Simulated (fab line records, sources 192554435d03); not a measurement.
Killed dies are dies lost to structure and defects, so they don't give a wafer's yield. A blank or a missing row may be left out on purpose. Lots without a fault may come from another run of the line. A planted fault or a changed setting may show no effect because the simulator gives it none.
A struck lot beside a sound one | flow n5_finfet | 35 steps out of a route of 1938
Sound: wafers L677.3, L677.5, L677.6. Struck: wafer L686.3. (L686.5 of the same lot was not struck and is left out.) The cause comes at the end.
At each step with rows: each side's tool, then ch and its chambers, then its first start. Under that, the readings that differ: sound wafers | struck wafers | difference of the means | sigmas: that difference in standard deviations of wafers without a fault.
alike: readings whose means differ by less than 2 such deviations, and words and numbers that are the same on both sides. not compared: withheld readings, readings that some wafer has no value for, bounds like >300 that may hide the same value, and numbers for which the record gives no deviation and whose values overlap.
The two part at a step that has a row with sigmas, a row that says differs or no value, or rows on one side only. Numbers that don't overlap but have no deviation are shown without sigmas and don't part them. A reading that every wafer of one side lacks parts them only if that side has two wafers or more.

first, 9 steps without rows for these wafers: N5_MOL_CONTACT_COAG_SRD_128 (dry time 32 s); N5_MOL_CONTACT_COAG_CMP_52 (polishes, stops on SiO2, t overpolish 1.5 s, target thk 66.5 nm); N5_MOL_CONTACT_COAG_ANNEAL_112 (time 1800 s); N5_BEOL_M0_SAQP_PECVD_00 (deposits SiCN from 3MS/NH3, target thk 8 nm, time 14 s); N5_BEOL_M0_SAQP_ILD_DEP_01 (deposits SiOC from DEMS/O2, target thk 45.419 nm, time 8.7 s); N5_BEOL_M0_SAQP_HM_DEP_02 (deposits TiN, target thk 12 nm); N5_BEOL_M0_SAQP_PECVD_03 (deposits SiCN from 3MS/NH3, target thk 12 nm, time 21.1 s); N5_BEOL_M0_SAQP_PECVD_96 (deposits a-Si from SiH4/He, target thk 45 nm, time 45.2 s); N5_BEOL_M0_SAQP_PECVD_97 (deposits SiNx from SiH4/NH3/N2, target thk 23 nm, time 19.9 s).
N5_BEOL_M0_SAQP_PECVD_04: deposits a-Si from SiH4/He, target thk 60 nm, time 60.2 s.
  sound on pecvd-04 ch 0,2, day 5 16:16; struck on pecvd-04 ch 1, day 7 20:31
  reading                                         | sound             | struck | difference | sigmas
  chamber_pressure_Torr (Torr)                    | 3.006 3.010 3.012 | 2.992  | -0.017     | -3
  model.a-Si_of_BEOL_M0_SAQP_PECVD_04.thk_nm (nm) | 59.8 59.6 61.8    | 73     | +13        |
  alike: heater_power_w, showerhead_plenum_p_Torr, throttle_valve_pct
N5_BEOL_M0_SAQP_THK_MEAS_05:
  sound on film_metro-02, day 5 16:21; struck on film_metro-01, day 7 20:36
  reading     | sound          | struck | difference | sigmas
  thk_nm (nm) | 59.7 59.7 61.9 | 73.0   | +12.6      | +17
then, 15 steps without rows for these wafers: N5_BEOL_M0_SAQP_HM_DEP_111 (deposits SiO2 from SiH4/N2O, target thk 12 nm, time 7.2 s); N5_BEOL_M0_SAQP_COAT_81 (time 60 s, resist thk 100 nm); N5_BEOL_M0_SAQP_COAT_82 (time 60 s, resist thk 30 nm); N5_BEOL_M0_SAQP_COAT_08 (resist thk 90 nm); N5_BEOL_M0_SAQP_EBR_10; N5_BEOL_M0_SAQP_SOFTBAKE_09 (time 60 s); N5_BEOL_M0_SAQP_EXPOSE_11 (exposes mask M0 CORE, target cd 42 nm); N5_BEOL_M0_SAQP_PEB_12 (peb time 60 s); N5_BEOL_M0_SAQP_DEVELOP_13 (develop time 30 s); N5_BEOL_M0_SAQP_DESCUM_19 (chemistry O2, time 7.9 s); N5_BEOL_M0_SAQP_ETCH_83 (etches SiARC in CF4, target depth 39 nm, time 65 s); N5_BEOL_M0_SAQP_ETCH_84 (etches SOC in N2/H2, target depth 100 nm, overetch 20 nm, time 150 s); N5_BEOL_M0_SAQP_STRIP_80 (strips in N2/H2); N5_BEOL_M0_SAQP_HM_OPEN_112 (chemistry CHF3/O2, target SiO2, stops on a-Si, target depth 12 nm, time 13.5 s); N5_BEOL_M0_SAQP_STRIP_113 (strips in CHF3/O2).
N5_BEOL_M0_SAQP_MANDREL_ETCH_20: etches a-Si in HBr/Cl2, stops on SiNx, target depth 60 nm, bt time 10 s, time 30 s.
  sound on rie_si-02 ch 0,2,3, day 5 17:04; struck on rie_si-02 ch 3, day 7 21:30
  reading                  | sound             | struck | difference | sigmas
  oes_product_au (a.u.)    | 0.776 0.748 0.791 | 0.844  | +0.072     | +6
  model.etch.depth_nm (nm) | 59.73 59.64 61.86 | 72.92  | +12.51     |
  alike: drypump_motor_current_A, he_backside_leak_sccm, throttle_valve_pct
  not compared: rf_hours_counter_h
then, 5 steps without rows for these wafers: N5_BEOL_M0_SAQP_STRIP_86 (strips in N2/H2); N5_BEOL_M0_SAQP_STRIP_115 (strips in post etch residue remover, time 60 s); N5_BEOL_M0_SAQP_SRD_93 (time 30 s); N5_BEOL_M0_SAQP_RECESS_114 (chemistry HF/NH3, target SiO2, target depth 14.4 nm, afs cycles 3, sublimation time 60 s); N5_BEOL_M0_SAQP_SPACER1_ALD_98 (deposits SiO2, target thk 12.8 nm, pulse time 1 s, purge time 2 s).
N5_BEOL_M0_SAQP_SPACER1_ETCHBACK_99: etches SiO2 in CHF3/O2, target depth 15.4 nm, time 7.7 s.
  sound on rie_diel-06 ch 0,1,3, day 5 18:20; struck on rie_diel-05 ch 0, day 7 22:36
  reading                                         | sound        | struck | difference | sigmas
  model.a-Si_of_BEOL_M0_SAQP_PECVD_04.thk_nm (nm) | 59.2 59 61.2 | 72.4   | +12.6      |
  alike: drypump_motor_current_A, oes_product_au, rf_vpp_V, showerhead_plenum_p_Torr, throttle_valve_pct
  not compared: rf_hours_counter_h
then, 1 step without rows for these wafers: N5_BEOL_M0_SAQP_MANDREL1_REMOVE_100 (chemistry HBr/Cl2/O2, target a-Si, stops on SiNx, bt time 10 s).
-- the record jumps here: 2 days lie between the struck wafers' starts before and after (it left off in module BEOL_M0_SAQP and takes up again in module BEOL_M4, whose first step shown is number 1111 of the route) --
N5_BEOL_M4_RC_MEAS_101:
  sound on prober-01 ch 0, day 8 10:14; struck on prober-01 ch 0, day 10 03:21
  reading       | sound          | struck | difference | sigmas
  SS_P (mV/dec) | 74.6 73.4 73.3 | 71.7   | -2.1       | -4
  alike: DIBL_N, DIBL_P, IOFF_N, IOFF_P, ION_N, ION_P, SS_N, VT_N, VT_P

WHERE THEY PART
First at N5_BEOL_M0_SAQP_PECVD_04; last, within this record, at N5_BEOL_M4_RC_MEAS_101.

WHY: what the simulator had put in
Process parameter drift: pecvd-04, from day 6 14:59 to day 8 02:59, at N5_BEOL_M0_SAQP_PECVD_04. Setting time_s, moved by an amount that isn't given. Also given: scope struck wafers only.
